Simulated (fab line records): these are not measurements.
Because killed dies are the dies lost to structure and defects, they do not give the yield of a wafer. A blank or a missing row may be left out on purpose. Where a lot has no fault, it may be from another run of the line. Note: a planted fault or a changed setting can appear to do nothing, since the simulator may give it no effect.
Chamber matching	flow n5Finfet	N5_BEOL_M6_STRIP_19 on rieDiel-06: 4 sister chambers
The step strips in O2. 7 wafers are shown with their chamber, then 7 later ones without.

WAFERS PAIRED WITH THEIR CHAMBERS
wafer	chamber	drypumpMotorCurrentA (A)	showerheadPlenumPTorr (Torr)
L074.6	0	6.4	2.09
L076.1	1	5.7	2.04
L083.6	2	4.9	2.08
L085.1	2	4.9	2.08
L085.5	3	6.4	2.19
L089.1	3	6.4	2.19
L089.4	1	5.8	2.03

WAFERS MISSING THEIR CHAMBER
wafer	drypumpMotorCurrentA (A)	showerheadPlenumPTorr (Torr)
L089.6	6.3	2.08
L090.3	5.7	2.03
L090.4	6.4	2.08
L090.6	5.8	2.03
L094.2	5.7	2.02
L094.3	6.4	2.08
L094.6	5.0	2.08

THE CHAMBER EACH PASSED THROUGH
wafer	from the rows above	in truth
L089.6	0	0
L090.3	1	1
L090.4	0	0
L090.6	1	1
L094.2	1	1
L094.3	0	0
L094.6	2	2
Correctly placed: 7 of 7. Number that these rows cannot place: 0. Number placed wrongly: 0.
How it was worked out, from the rows above alone: a wafer's distance from a chamber is the root of the sum, over the readings, of the square of ((its reading less the chamber's mean) divided by the reading's scatter). If the next closest chamber is less than 2 further off than the closest, the wafer can't be placed; otherwise it belongs to the closest. Each chamber's mean is taken over the wafers shown for it. The scatter: the root of (the sum of the squares of (reading less its chamber's mean) over the shown wafers, divided by (wafers less chambers)).
